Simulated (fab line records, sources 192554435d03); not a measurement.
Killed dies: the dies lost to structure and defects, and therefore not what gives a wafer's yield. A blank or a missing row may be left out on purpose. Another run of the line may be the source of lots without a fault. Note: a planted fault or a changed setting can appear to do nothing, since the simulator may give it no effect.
A struck lot beside a sound one + flow n5_finfet + 41 out of 1938 route steps
Sound: the wafers L711.1, L711.4, L711.6. Struck: wafers L721.1, L721.3, L721.6. At the end, the cause is stated.
At each step with rows: each side's tool, then ch and its chambers, then its first start. Under that, the readings that differ: sound wafers + struck wafers + difference of the means + sigmas: that difference in standard deviations of wafers without a fault.
alike: readings whose means differ by less than 2 such deviations, and words and numbers that are the same on both sides. not compared: withheld readings, readings that some wafer has no value for, bounds like >300 that may hide the same value, and numbers for which the record gives no deviation and whose values overlap.
A row with sigmas, a row that says differs or no value, or rows on one side alone: a step with any of these is where the two part. When numbers do not overlap yet have no deviation, they are printed without sigmas and do not part them. Lack of a reading on every wafer of one side parts them only where that side has two or more wafers.

first, 9 steps without rows for these wafers: N5_PMOS_HMC_CHANNEL_EPI_SRD_25 (time 30 s); N5_PMOS_HMC_CHANNEL_EPI_EPI_26 (deposits Si from SiH4/H2, target thk 3.8 nm, time 22.7 s); N5_FIN_SAQP_PRECLEAN_42 (cleans in O3/DIW, time 60 s); N5_FIN_SAQP_PRECLEAN_00 (cleans in SC1, time 60 s); N5_FIN_SAQP_PRECLEAN_44 (cleans in SC2, time 45 s); N5_FIN_SAQP_SRD_01 (time 30 s); N5_FIN_SAQP_ALD_61 (deposits SiO2, target thk 4 nm, pulse time 1 s, purge time 2 s); N5_FIN_SAQP_DENSIFY_62 (time 60 s); N5_FIN_SAQP_HM_DEP_03 (deposits SiNx from SiH4/NH3/N2, target thk 38 nm, time 33.6 s).
N5_FIN_SAQP_PECVD_47: deposits a-Si from SiH4/He, target thk 45 nm, time 36.3 s.
  sound on pecvd-01 ch 0,2, day 3 08:56; struck on pecvd-02 ch 0,1,2, day 5 21:07
  no value came back on the struck wafers for any of 6 readings (chamber_pressure_Torr (Torr), heater_power_outer_w (W) and others); on the sound wafers chamber_pressure_Torr (Torr) reads 3.006 2.996 3.003
then, 25 steps without rows for these wafers: N5_FIN_SAQP_PECVD_48 (deposits SiNx from SiH4/NH3/N2, target thk 25 nm, time 22.1 s); N5_FIN_SAQP_PECVD_06 (deposits a-Si from SiH4/He, target thk 60 nm, time 48.1 s); N5_FIN_SAQP_HM_DEP_72 (deposits SiO2 from SiH4/N2O, target thk 12 nm, time 7.2 s); N5_FIN_SAQP_COAT_49 (time 60 s, resist thk 100 nm); N5_FIN_SAQP_COAT_50 (time 60 s, resist thk 35 nm); N5_FIN_SAQP_COAT_10 (resist thk 90 nm); N5_FIN_SAQP_EBR_12; N5_FIN_SAQP_SOFTBAKE_11 (time 60 s); N5_FIN_SAQP_EXPOSE_13 (exposes mask FIN CORE, target cd 35.6 nm); N5_FIN_SAQP_PEB_14 (peb time 60 s); N5_FIN_SAQP_DEVELOP_15 (develop time 30 s); N5_FIN_SAQP_DESCUM_21 (chemistry O2, time 7.9 s); N5_FIN_SAQP_ETCH_51 (etches SiARC in CF4, target depth 45.5 nm, time 75.8 s); N5_FIN_SAQP_ETCH_52 (etches SOC in N2/H2, target depth 100 nm, overetch 20 nm, time 150 s); N5_FIN_SAQP_STRIP_53 (strips in N2/H2); N5_FIN_SAQP_HM_OPEN_73 (chemistry CHF3/O2, target SiO2, stops on a-Si, target depth 12 nm, time 16.8 s); N5_FIN_SAQP_STRIP_74 (strips in CHF3/O2); N5_FIN_SAQP_MANDREL_ETCH_22 (etches a-Si in HBr/Cl2, stops on SiNx, target depth 60 nm, bt time 10 s, time 30 s); N5_FIN_SAQP_STRIP_55 (strips in N2/H2); N5_FIN_SAQP_STRIP_23 (strips in SPM, time 750 s); N5_FIN_SAQP_SRD_66 (time 30 s); N5_FIN_SAQP_RECESS_75 (chemistry HF/NH3, target SiO2, target depth 14.4 nm, afs cycles 3, sublimation time 60 s); N5_FIN_SAQP_SPACER1_ALD_24 (deposits SiO2, target thk 20.3 nm, pulse time 1 s, purge time 2 s); N5_FIN_SAQP_SPACER1_ETCHBACK_25 (etches SiO2 in CHF3/O2, target depth 24.4 nm, time 12.2 s); N5_FIN_SAQP_MANDREL1_REMOVE_56 (chemistry HBr/Cl2/O2, target a-Si, stops on SiNx, bt time 10 s).
N5_FIN_SAQP_MANDREL_ETCH_58: etches a-Si in HBr/Cl2, stops on SiNx, target depth 45 nm, bt time 10 s, time 27 s.
  sound on rie_si-01 ch 1,2, day 3 13:32; struck on rie_si-01 ch 0,1,3, day 5 23:57
| reading                  | sound             | struck            | difference | sigmas |
|--------------------------|-------------------|-------------------|------------|--------|
| oes_product_au (a.u.)    | 0.690 0.697 0.714 | 0.331 0.320 0.327 | -0.374     | -31    |
| throttle_valve_pct (%)   | 35.5 35.5 35.9    | 36.7 36.6 35.7    | +0.7       | +2     |
| model.etch.depth_nm (nm) | 45.29 45.67 45.33 | 0 0 0             | -45        |        |
  alike: bias_w, drypump_motor_current_A, mfc_cl2_sccm
  not compared: rf_hours_counter_h
N5_FIN_SAQP_MANDREL2_REMOVE_60: chemistry HBr/Cl2/O2, target a-Si, stops on SiNx, bt time 10 s.
  sound on rie_si-01 ch 1,3, day 3 19:14; struck on rie_si-04 ch 0,2,3, day 6 01:12
| reading                   | sound     | struck         | difference | sigmas |
|---------------------------|-----------|----------------|------------|--------|
| model.FIN_SAQP.cd_nm (nm) | 8.2 8.2 8 | 20.6 20.6 20.8 | +12.5      |        |
  alike: bias_w, drypump_motor_current_A, mfc_cl2_sccm, oes_o_777_au, oes_product_au, throttle_valve_pct
  not compared: rf_hours_counter_h
N5_FIN_SAQP_CD_MEAS_31: the cd target is 8 nm.
  sound on cd_sem-03 ch 0, day 3 19:21; struck on cd_sem-01 ch 0, day 6 01:19
| reading    | sound          | struck | difference                    | sigmas |
|------------|----------------|--------|-------------------------------|--------|
| cd_nm (nm) | 8.43 8.34 8.36 | - - -  | no value on the struck wafers |        |
N5_FIN_SAQP_ETCH_34: etches SiO2 in C4F6/O2, target depth 45 nm, time 15 s.
  sound on rie_diel-05 ch 1,3, day 3 19:28; struck on rie_diel-04 ch 2,3, day 6 01:26
| reading                   | sound     | struck     | difference | sigmas |
|---------------------------|-----------|------------|------------|--------|
| model.FIN_SAQP.cd_nm (nm) | 8 8.2 8.2 | 21 20.6 21 | +13        |        |
  alike: bias_w, drypump_motor_current_A, etch_rf_on_time_s, oes_o_777_au, oes_product_au, rf_vpp_V, showerhead_plenum_p_Torr, throttle_valve_pct
  not compared: rf_hours_counter_h
N5_BEOL_M4_RC_MEAS_101:
  the record has rows for the sound wafers here (prober-01 ch 0, day 12 01:31) and none for the struck ones
-- a jump in the record: the struck wafers' starts before and after are 14 days apart (it breaks off in module BEOL_M4 and resumes in module PASSIVATION, where the first step shown is number 1936 of the route) --
N5_PASSIVATION_PROBE_49:
  sound on prober-02 at day 16 03:25; struck on prober-01 at day 19 17:07
| reading                  | sound          | struck         | difference | sigmas      |
|--------------------------|----------------|----------------|------------|-------------|
| defect_limited_yield (%) | 92.2 92.4 93.1 | 0 0 0          | -93        | -66         |
| killed_at_M0_to_M3       | 27 44 25       | 6 5 6          | -26        | -3          |
| killed_at_front_end      | 42 28 31       | 1171 1172 1170 | +1137      | +99 or more |
| killed_dies              | 92 90 82       | 1180 1180 1180 | +1092      | +64         |
| killed_on_rim            | 15 16 15       | 152 152 152    | +137       | +35         |
| killed_open              | 60 59 64       | 4 11 12        | -52        | -4          |
| killed_short             | 27 25 17       | 6 4 2          | -19        | -2          |
| sort_bin_5_function (%)  | 4.4 4.5 3.6    | 72.2 72.8 73.8 | +68.8      | +69         |
| sort_n_pass              | 1088 1090 1098 | 0 0 0          | -1092      | -57         |
| sort_yield_pct (%)       | 92.2 92.4 93.1 | 0 0 0          | -93        | -58         |
  alike: killed_at_M4_up, killed_at_contacts, killed_at_other, sort_bin_6_memory, sort_bin_8_speed

WHERE THEY PART
First at N5_FIN_SAQP_PECVD_47; last, within this record, at N5_PASSIVATION_PROBE_49.

WHY: what the simulator had put in
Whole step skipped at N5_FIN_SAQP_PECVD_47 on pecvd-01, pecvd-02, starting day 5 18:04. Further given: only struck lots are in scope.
